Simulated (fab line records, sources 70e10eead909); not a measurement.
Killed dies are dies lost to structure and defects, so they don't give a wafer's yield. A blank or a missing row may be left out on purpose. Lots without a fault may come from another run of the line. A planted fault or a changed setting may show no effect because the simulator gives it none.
Which tool did it? | flow nand_harc | 12 lots, 36 wafers sampled, at 5 steps of a route of 1302

WHAT THE GAUGES READ, wafer by wafer
NHARC_END_SORT_01.
lot  | measured     | on        | defect_limited_yield (%) | killed_at_array | killed_at_other | killed_at_periphery | killed_dies | killed_open | killed_short | sort_bin_2_pct (%) | sort_bin_3_pct (%) | sort_bin_4_pct (%) | sort_n_pass | sort_rim_yield_pct (%) | sort_yield_pct (%)
L522 | day 26 02:22 | prober-01 | 96.0 94.8 94.2           | 25 34 35        | 0 0 1           | 2 1 3               | 27 35 39    | 0 3 3       | 1 2 3        | 1.3 1.9 1.8        | 0 0.3 0.6          | 2.7 3.0 3.4        | 650 642 638 | 92 88 89               | 96.0 94.8 94.2
L523 | day 26 11:01 | prober-01 | 83.6 87.1 86.3           | 103 81 86       | 2 1 3           | 6 5 4               | 111 87 93   | 3 2 7       | 2 2 1        | 5.2 5.6 4.6        | 1.3 0.6 1.9        | 9.9 6.6 7.2        | 566 590 584 | 95 88 91               | 83.6 87.1 86.3
L527 | day 27 22:27 | prober-02 | 88.2 89.1 87.3           | 76 73 82        | 1 0 0           | 3 1 4               | 80 74 86    | 3 3 7       | 6 4 3        | 4.7 4.0 5.3        | 0.6 0.6 1.5        | 6.5 6.4 5.9        | 597 603 591 | 97 97 98               | 88.2 89.1 87.3
L533 | day 30 01:22 | prober-01 | 93.1 0 94.8              | 42 18 33        | 1 657 1         | 4 2 1               | 47 677 35   | 3 1 3       | 0 1 0        | 2.8 98.5 3.0       | 0.1 0.3 0.4        | 4.0 1.2 1.8        | 630 0 642   | 92 0 89                | 93.1 0 94.8
L532 | day 30 09:56 | prober-01 | 0.4 0.1 90.3             | 53 68 64        | 618 599 1       | 3 9 1               | 674 676 66  | 2 4 2       | 1 2 4        | 93.8 93.1 3.2      | 1.2 0.7 0.4        | 4.6 6.1 6.1        | 3 1 611     | 0 0 96                 | 0.4 0.1 90.3
L534 | day 30 01:25 | prober-02 | 87.9 89.8 86.6           | 75 63 85        | 3 3 1           | 4 3 5               | 82 69 91    | 6 7 4       | 3 6 3        | 4.4 3.5 3.5        | 0.6 0.7 0.9        | 7.1 5.9 9.0        | 595 608 586 | 89 89 93               | 87.9 89.8 86.6

WHICH TOOL RAN EACH LOT (tool, then ch and the chambers of the sampled wafers, then the start)
lot  | NHARC_THIN_TSV_DEP_43           | NHARC_THIN_TSV_DESCUM_14           | NHARC_THIN_TSV_PVD_19                   | NHARC_THIN_TSV_CMP_21
L521 | pecvd-02 ch 1,2, day 24 05:13   | rie_diel-08 ch 0,3, day 24 06:08   | pvd_sputter-03, day 24 10:31 or earlier | cmp-04 ch 0,1,3, day 24 10:31
L524 | pecvd-03 ch 0,1,2, day 25 09:29 | rie_diel-12 ch 0,1,2, day 25 10:30 | pvd_sputter-02, day 25 14:50 or earlier | cmp-03 ch 0,1,2, day 25 14:50
L522 | pecvd-03 ch 1,2, day 25 10:43   | rie_diel-08 ch 0,1,2, day 25 11:37 | pvd_sputter-03, day 25 15:45 or earlier | cmp-04 ch 0,1,2, day 25 15:45
L523 | pecvd-03 ch 0,1,2, day 25 15:59 | rie_diel-09 ch 0,3, day 25 16:58   | pvd_sputter-03, day 25 21:07 or earlier | cmp-02 ch 0,2, day 25 21:07
L525 | pecvd-02 ch 0,2, day 26 04:57   | rie_diel-08 ch 1,2,3, day 26 05:53 | pvd_sputter-01, day 26 10:17 or earlier | cmp-02 ch 0,1, day 26 10:17
L527 | pecvd-02 ch 1,2, day 27 06:55   | rie_diel-08 ch 0,2, day 27 07:49   | pvd_sputter-03, day 27 12:11 or earlier | cmp-02 ch 0,2,3, day 27 12:11
L531 | pecvd-02 ch 0,1,2, day 28 12:27 | rie_diel-09 ch 1,2, day 28 13:18   | pvd_sputter-01, day 28 17:32 or earlier | cmp-02 ch 0,2,3, day 28 17:32
L530 | pecvd-02 ch 0,1, day 28 13:33   | rie_diel-08 ch 0,1,2, day 28 14:29 | pvd_sputter-03, day 28 19:20 or earlier | cmp-03 ch 1,2, day 28 19:20
L533 | pecvd-02 ch 0,1, day 29 08:46   | rie_diel-08 ch 2,3, day 29 09:37   | pvd_sputter-02, day 29 13:49 or earlier | cmp-04 ch 1,2, day 29 13:49
L532 | pecvd-02 ch 0,1, day 29 09:47   | rie_diel-12 ch 1,2,3, day 29 10:47 | pvd_sputter-01, day 29 15:02 or earlier | cmp-02 ch 0,1, day 29 15:02
L534 | pecvd-03 ch 0,1, day 29 11:00   | rie_diel-08 ch 1,2,3, day 29 11:52 | pvd_sputter-03, day 29 16:07 or earlier | cmp-02 ch 0,1,3, day 29 16:07
L542 | pecvd-02 ch 0,2, day 32 15:27   | rie_diel-08 ch 1,2,3, day 32 16:20 | pvd_sputter-03, day 32 20:34 or earlier | cmp-04 ch 2,3, day 32 20:34
- NHARC_THIN_TSV_DEP_43: deposits SiO2, target thk 1328.5 nm.
- NHARC_THIN_TSV_DESCUM_14: chemistry O2, time 3 s.
- NHARC_THIN_TSV_PVD_19: deposits TaN, target thk 20 nm.
- NHARC_THIN_TSV_CMP_21: polishes, t overpolish 30 s, target thk 2000 nm.

WHAT THE TOOLS THEMSELVES READ (means of the sampled wafers that have a number; where no wafer has one, the mark that the record gives instead)
NHARC_THIN_TSV_DEP_43.
lot  | tool     | throttle_valve_pct (%)
L521 | pecvd-02 | 16.7
L524 | pecvd-03 | 16.2
L522 | pecvd-03 | 16.5
L523 | pecvd-03 | 16.1
L525 | pecvd-02 | 15.7
L527 | pecvd-02 | 16.2
L531 | pecvd-02 | 16.5
L530 | pecvd-02 | 17.0
L533 | pecvd-02 | 17.1
L532 | pecvd-02 | 16.9
L534 | pecvd-03 | 15.7
L542 | pecvd-02 | 16.0

NHARC_THIN_TSV_DESCUM_14.
lot  | tool        | drypump_motor_current_A (A) | oes_product_au (a.u.) | rf_vpp_V (V) | showerhead_plenum_p_Torr (Torr) | throttle_valve_pct (%)
L521 | rie_diel-08 | 6.0                         | 1.005                 | 58.1         | 1.93                            | 11.307
L524 | rie_diel-12 | 5.8                         | 0.990                 | 56.9         | 1.81                            | 11.318
L522 | rie_diel-08 | 6.2                         | 1.000                 | 58.4         | 1.98                            | 11.318
L523 | rie_diel-09 | 5.8                         | 0.990                 | 57.4         | 1.85                            | 11.312
L525 | rie_diel-08 | 5.9                         | 0.992                 | 57.6         | 1.98                            | 11.306
L527 | rie_diel-08 | 5.8                         | 1.002                 | 59.2         | 2.01                            | 11.303
L531 | rie_diel-09 | 6.2                         | 0.997                 | 57.5         | 1.94                            | 11.313
L530 | rie_diel-08 | 6.2                         | 0.997                 | 59.1         | 1.98                            | 11.312
L533 | rie_diel-08 | 5.5                         | 0.997                 | 58.1         | 2.01                            | 11.305
L532 | rie_diel-12 | 5.6                         | 0.988                 | 57.5         | 1.83                            | 11.307
L534 | rie_diel-08 | 5.8                         | 0.986                 | 57.9         | 1.98                            | 11.310
L542 | rie_diel-08 | 5.8                         | 0.986                 | 58.7         | 1.98                            | 11.302

NHARC_THIN_TSV_PVD_19.
lot  | tool           | throttle_valve_pct (%)
L521 | pvd_sputter-03 | 28.7
L524 | pvd_sputter-02 | 29.1
L522 | pvd_sputter-03 | 29.1
L523 | pvd_sputter-03 | 29.6
L525 | pvd_sputter-01 | 29.6
L527 | pvd_sputter-03 | 29.1
L531 | pvd_sputter-01 | 29.6
L530 | pvd_sputter-03 | 29.1
L533 | pvd_sputter-02 | 29.0
L532 | pvd_sputter-01 | 29.9
L534 | pvd_sputter-03 | 28.6
L542 | pvd_sputter-03 | 29.1

NHARC_THIN_TSV_CMP_21.
lot  | tool   | motor_current_A (A) | overpolish_run_s (s) | retaining_ring_pressure_frac
L521 | cmp-04 | 12.2                | 30.001               | 0.999
L524 | cmp-03 | 11.5                | 30.004               | 1.000
L522 | cmp-04 | 11.2                | 30.002               | 1.003
L523 | cmp-02 | 12.5                | 30.003               | 1.001
L525 | cmp-02 | 13.1                | 30.002               | 1.007
L527 | cmp-02 | 12.0                | 30.003               | 0.997
L531 | cmp-02 | 12.5                | 30.003               | 0.999
L530 | cmp-03 | 10.9                | 29.987               | 1.000
L533 | cmp-04 | 10.5                | 30.002               | 1.004
L532 | cmp-02 | 13.2                | 30.000               | 0.994
L534 | cmp-02 | 12.3                | 30.000               | 1.004
L542 | cmp-04 | 12.4                | 30.006               | 1.001

THE ANSWER, worked out from the rows above alone
Rule: what is usual is taken from the lots themselves. Put in order of their means at a reading, lots are off if they are a third of the lots or fewer, leave a main group of 4 or more, and stand apart from it by a gap of 3 or more times the standard deviation of the main group's means; of several such gaps the widest counts. A main group whose means are all the same, to the digits that the tables above print for the reading, isn't used. A lot without any number at a reading at which 4 lots or more have one is off too. The other lots that the step has rows for count as sound. The gauges are gone through in route order, then the tools' own readings, and for those a lot's mean is taken as printed above. The first step at which some lot is off is used, and at that step the reading that is off furthest; a lot without a number counts as furthest.
Off: L533, L532, at NHARC_END_SORT_01 (killed_at_other). The main group: mean 1, standard deviation 0.92. Neither off nor sound, because the step has no rows for them: L521, L524, L525, L531, L530, L542.
A tool fits if, at a process step before that reading, it ran every lot that is off, and no sound lot after the first of them. The gauges at NHARC_END_SORT_01 are tried like those tools. NHARC_THIN_TSV_PVD_19 gives no start for some lots, so the hours and the order of its lots are those of NHARC_THIN_TSV_CMP_21. Can't be told from this: 2 tools fit, pecvd-02 at NHARC_THIN_TSV_DEP_43, prober-01 at NHARC_END_SORT_01.

WHAT THE SIMULATOR HAD PUT IN
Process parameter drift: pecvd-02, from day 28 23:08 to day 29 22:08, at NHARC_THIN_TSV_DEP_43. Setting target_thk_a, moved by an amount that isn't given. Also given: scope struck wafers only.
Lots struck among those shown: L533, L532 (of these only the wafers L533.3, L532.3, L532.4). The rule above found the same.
